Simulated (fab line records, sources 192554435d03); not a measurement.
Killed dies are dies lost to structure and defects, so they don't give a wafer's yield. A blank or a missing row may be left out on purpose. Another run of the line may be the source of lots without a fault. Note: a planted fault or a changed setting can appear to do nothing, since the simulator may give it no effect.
fab line records    flow n5Finfet    part 2 of 2: steps 5 to 6 of 6
record lots=22  wafers=66  lastDay=17
route steps=1938 shown BEOL_M14@1729 BEOL_M15@1773
lots that met no fault: from a run of the same line without faults
startH: hours from the record's opening day to when the first of the lot's shown wafers began    waitH: hours since the lot's step before    " the same as in the row above    L1.1+2: a row that stands for several wafers    - no value, or no start was given    * or withheld: withheld    < > ~ a bound
route shown NAME@n: NAME is a module with steps in the file, n the number in the route of the first one    usual: mean/standard deviation of fault-free wafers    same: alike in all rows    chamber/n: place in a boat    sites: readings site by site    _std_site: standard deviation of those values    _edge_site: inner sites' mean taken away from outer sites' mean    radiusMm: how far each site lies from the wafer's centre    mask NAME#n: copy n    behind: the most recent tool/chamber to have shaped the wafer    hold: what put the lot on hold/how long, in hours/how the hold closed    device: which transistor (n, p or np) failed to switch    end of line: tests run on the same wafers once the route is complete    a step without rows: its recipe alone    killed: dies that structure and defects cost at the first sort, which is not the same as the wafer's yield    map: the dies of a wafer, with x for killed, . for not killed, _ for no die there
set.NAME: the run value of the setting; set.NAME@STEP: its run value at that earlier step    model.NAME: the simulator's own value behind a step, which no gauge read
one table for each step of the route and one row for each wafer, over a sample of lots
services: when a tool's chamber went out of use (startH, in hours from the record's first day, below 0 if earlier), for how many hours, and the reason
## steps
# step N5_BEOL_M15_DESCUM_15
# recipe chemistry=O2  timeS=7.9  sourcePowerW=50  biasPowerW=20  pressureMtorr=20  rfFrequencyHz=2.712e+07  tempC=40  o2FlowSccm=225
# usual chamberPressureMTorr=20.000/0.019  drypumpMotorCurrentA=5.8/0.34  oesProductAu=0.79/0.095  rfVppV=242.9/1.8  showerheadPlenumPTorr=2.07/0.11  throttleValvePct=20.4/0.33
# same timeS=7.9
lot.wafer  tool        chamber  startH  waitH  chamberPressureMTorr  drypumpMotorCurrentA  oesProductAu  rfHoursCounterH  rfVppV  showerheadPlenumPTorr  throttleValvePct
L074.2     rieDiel-06  0        265.88  0.0    20.000                6.3                   0.84          72               243.7   2.13                   20.5
L074.5     "           1        "       "      19.991                5.8                   0.70          -                241.0   1.98                   20.8
L074.6     "           0        "       "      19.987                6.3                   0.84          -                244.7   2.13                   20.5
L077.1     rieDiel-02  1        274.96  0.0    20.011                6.0                   0.67          224              240.4   2.00                   20.6
L077.4     "           3        "       "      20.018                6.2                   0.81          -                241.4   2.00                   20.1
L077.5     "           0        "       "      19.982                5.2                   0.74          -                243.9   2.09                   20.5
L078.1     rieDiel-02  0        289.35  0.0    20.012                5.2                   0.73          182              243.5   2.08                   20.6
L078.2     "           1        "       "      20.010                6.0                   0.67          231              241.9   2.00                   20.6
L078.3     "           3        "       "      20.034                6.2                   0.80          106              242.4   2.00                   20.1
L080.2     rieDiel-05  3        294.39  0.1    20.017                6.0                   0.75          185              244.5   2.14                   20.6
L080.4     "           2        "       "      19.977                6.0                   0.72          170              239.5   1.91                   20.1
L080.5     "           3        "       "      20.014                5.9                   0.74          -                244.5   2.14                   20.6
L079.2     rieDiel-05  2        297.82  0.1    19.976                6.0                   0.73          171              240.1   1.91                   20.1
L079.4     "           3        "       "      20.019                6.0                   0.74          186              246.2   2.14                   20.6
L079.6     "           1        "       "      20.004                5.5                   0.69          -                240.9   2.02                   21.3
L082.1     rieDiel-05  1        302.69  0.5    19.997                5.5                   0.69          242              241.4   2.02                   21.3
L082.4     "           3        "       "      19.981                5.9                   0.74          187              244.0   2.14                   20.6
L082.5     "           0        "       "      19.974                5.5                   0.85          -                241.7   2.04                   20.1
L083.1     rieDiel-06  3        304.67  0.0    20.010                6.5                   0.85          54               242.3   2.05                   20.0
L083.4     "           2        "       "      20.011                5.6                   0.73          189              245.0   2.16                   20.2
L083.5     "           1        "       "      20.002                5.7                   1.03          -                245.0   2.24                   20.3
L081.1     rieDiel-05  2        306.82  0.0    20.032                6.0                   0.73          173              241.7   1.91                   20.1
L081.4     "           3        "       "      19.987                5.9                   0.75          188              242.8   2.14                   20.6
L081.5     "           1        "       "      20.016                5.4                   0.69          -                242.6   2.01                   21.3
L084.1     rieDiel-02  2        312.24  0.0    20.028                5.6                   0.83          81               244.3   2.18                   20.4
L084.2     "           0        "       "      20.024                5.2                   0.73          193              244.0   2.08                   20.6
L084.5     "           3        "       "      19.977                6.2                   0.79          -                241.9   1.99                   20.1
L085.3     rieDiel-06  2        330.29  0.1    20.030                5.6                   0.73          193              245.2   2.15                   20.2
L085.4     "           0        "       "      20.038                6.3                   0.82          97               243.9   2.12                   20.6
L085.5     "           1        "       "      19.964                5.8                   0.99          -                244.8   2.23                   20.3
L087.1     rieDiel-05  3        333.84  0.0    20.008                5.9                   0.74          197              243.0   2.14                   20.6
L087.4     "           3        "       "      20.001                5.9                   0.74          -                243.2   2.14                   20.6
L087.6     "           2        "       "      19.993                6.0                   0.71          -                240.0   1.91                   20.1
L086.3     rieDiel-02  1        334.16  0.0    20.013                6.0                   0.66          248              240.3   1.99                   20.7
L086.4     "           3        "       "      19.992                6.2                   0.79          125              243.0   1.99                   20.2
L086.6     "           0        "       "      20.012                5.2                   0.72          -                242.1   2.08                   20.6
L089.2     rieDiel-02  2        342.81  0.0    20.015                5.7                   0.82          91               243.7   2.18                   20.4
L089.4     "           3        "       "      19.983                6.2                   0.79          -                242.0   1.99                   20.2
L089.6     "           0        "       "      19.999                5.2                   0.72          -                241.8   2.08                   20.6
L090.2     rieDiel-02  2        360.03  0.0    20.026                5.7                   0.81          96               242.8   2.18                   20.4
L090.3     "           0        "       "      19.992                5.2                   0.71          209              240.8   2.07                   20.6
L090.6     "           2        "       "      19.960                5.7                   0.81          -                246.0   2.18                   20.4
L088.1     rieDiel-05  2        360.52  0.0    19.980                6.0                   0.72          190              240.3   1.90                   20.1
L088.4     "           0        "       "      19.969                5.5                   0.82          108              241.3   2.03                   20.1
L088.5     "           1        "       "      20.013                5.5                   1.00          -                247.6   2.28                   20.8
L091.1     rieDiel-05  3        361.86  0.6    19.993                6.0                   0.73          207              243.6   2.14                   20.7
L091.3     "           1        "       "      19.998                5.5                   0.99          3                244.9   2.28                   20.8
L091.6     "           1        "       "      19.987                5.5                   0.99          -                247.3   2.28                   20.8
L092.2     rieDiel-05  1        365.61  0.1    19.964                5.5                   0.97          4                246.7   2.28                   20.8
L092.4     "           3        "       "      19.983                5.9                   0.72          -                245.3   2.14                   20.7
L092.5     "           1        "       "      19.974                5.5                   0.98          -                245.0   2.28                   20.8
L093.2     rieDiel-05  2        379.87  0.0    20.026                6.0                   0.70          198              240.9   1.90                   20.1
L093.3     "           3        "       "      20.007                5.9                   0.73          214              243.1   2.13                   20.7
L093.5     "           2        "       "      20.006                6.0                   0.71          -                240.1   1.90                   20.1
L095.1     rieDiel-02  1        382.09  0.0    19.970                6.0                   0.95          9                244.7   2.25                   20.4
L095.3     "           3        "       "      19.992                6.2                   0.77          140              240.9   1.99                   20.2
L095.6     "           3        "       "      20.043                6.2                   0.78          -                242.3   1.99                   20.2
L096.2     rieDiel-05  2        384.98  0.0    19.967                6.0                   0.70          201              240.3   1.90                   20.1
L096.3     "           3        "       "      20.001                6.0                   0.72          217              244.2   2.13                   20.7
L096.5     "           1        "       "      20.022                5.5                   0.95          -                244.9   2.28                   20.8
L094.1     rieDiel-05  0        389.31  0.0    20.006                5.5                   0.81          111              242.1   2.03                   20.1
L094.4     "           1        "       "      19.992                5.4                   0.96          14               246.1   2.28                   20.8
L094.5     "           2        "       "      20.002                6.0                   0.70          -                239.4   1.90                   20.1
L097.1     rieDiel-05  0        393.21  0.0    20.020                5.5                   0.81          112              243.2   2.03                   20.1
L097.2     "           3        "       "      20.003                5.9                   0.71          220              243.8   2.13                   20.7
L097.3     "           2        "       "      19.977                6.0                   0.70          204              240.9   1.90                   20.2
# step N5_BEOL_M15_INSPECT_30
# recipe mode=adi  inspectInstrument=macro
# usual rawDefectCount=2.0/1.3
lot.wafer  tool              chamber  startH  waitH  rawDefectCount
L074.2     defectInspect-01  -        267.67  0.0    0
L074.5     "                 -        "       "      1
L074.6     "                 -        "       "      1
L077.1     defectInspect-01  -        276.39  0.0    2
L077.4     "                 -        "       "      0
L077.5     "                 -        "       "      2
L078.1     defectInspect-02  -        290.78  0.0    1
L078.2     "                 -        "       "      1
L078.3     "                 -        "       "      3
L080.2     defectInspect-01  -        295.83  0.0    2
L080.4     "                 -        "       "      1
L080.5     "                 -        "       "      3
L079.2     defectInspect-02  -        299.24  0.0    3
L079.4     "                 -        "       "      1
L079.6     "                 -        "       "      2
L082.1     defectInspect-01  -        304.15  0.0    2
L082.4     "                 -        "       "      1
L082.5     "                 -        "       "      5
L083.1     defectInspect-01  -        306.10  0.0    1
L083.4     "                 -        "       "      1
L083.5     "                 -        "       "      1
L081.1     defectInspect-02  -        308.46  0.0    1
L081.4     "                 -        "       "      2
L081.5     "                 -        "       "      1
L084.1     defectInspect-01  -        313.79  0.0    1
L084.2     "                 -        "       "      2
L084.5     "                 -        "       "      1
L085.3     defectInspect-01  -        331.84  0.0    5
L085.4     "                 -        "       "      5
L085.5     "                 -        "       "      1
L087.1     defectInspect-01  -        335.27  0.0    0
L087.4     "                 -        "       "      3
L087.6     "                 -        "       "      3
L086.3     defectInspect-02  -        335.71  0.0    2
L086.4     "                 -        "       "      0
L086.6     "                 -        "       "      2
L089.2     defectInspect-02  -        344.24  0.0    2
L089.4     "                 -        "       "      3
L089.6     "                 -        "       "      4
L090.2     defectInspect-02  -        361.62  0.0    3
L090.3     "                 -        "       "      3
L090.6     "                 -        "       "      0
L088.1     defectInspect-01  -        362.08  0.0    1
L088.4     "                 -        "       "      3
L088.5     "                 -        "       "      1
L091.1     defectInspect-01  -        363.29  0.0    2
L091.3     "                 -        "       "      3
L091.6     "                 -        "       "      2
L092.2     defectInspect-01  -        367.07  0.0    3
L092.4     "                 -        "       "      5
L092.5     "                 -        "       "      0
L093.2     defectInspect-01  -        381.30  0.0    2
L093.3     "                 -        "       "      4
L093.5     "                 -        "       "      3
L095.1     defectInspect-01  -        383.65  0.0    3
L095.3     "                 -        "       "      4
L095.6     "                 -        "       "      2
L096.2     defectInspect-01  -        386.45  0.0    4
L096.3     "                 -        "       "      4
L096.5     "                 -        "       "      4
L094.1     defectInspect-01  -        390.83  0.0    4
L094.4     "                 -        "       "      4
L094.5     "                 -        "       "      2
L097.1     defectInspect-02  -        394.76  0.0    2
L097.2     "                 -        "       "      3
L097.3     "                 -        "       "      1
## services
tool           chamber  startH  hours  kind
rieDiel-01     -        236.60  0.2    repair
rieDiel-04     0        251.90  -      clean
rieDiel-04     0        251.90  -      consumableReplace:focusRing
rieDiel-02     -        257.21  15.6   pm
rieDiel-05     0        261.54  19.9   repair
pecvd-03       0        262.05  7.4    repair
rieDiel-06     2        264.89  6.7    repair
pecvd-03       2        266.43  2.0    repair
rieDiel-02     0        278.05  4.4    repair
rieDiel-05     -        298.29  4.3    pm
pecvd-04       -        303.32  1.0    repair
rieDiel-06     2        307.35  1.8    repair
rieDiel-06     2        309.34  9.4    repair
pecvd-04       -        319.57  2.8    pm
pecvd-03       -        341.62  1.6    repair
rieDiel-02     3        348.17  1.7    repair
rieDiel-06     3        351.73  3.7    repair
rieDiel-03     1        362.98  15.7   repair
pecvd-03       0        363.38  14.3   repair
rieDiel-05     0        365.05  20.0   repair
rieDiel-06     0        370.50  2.6    repair
pvdSputter-02  -        371.63  0.5    repair
pecvd-04       -        373.74  0.6    repair
rieDiel-03     -        375.35  15.6   pm
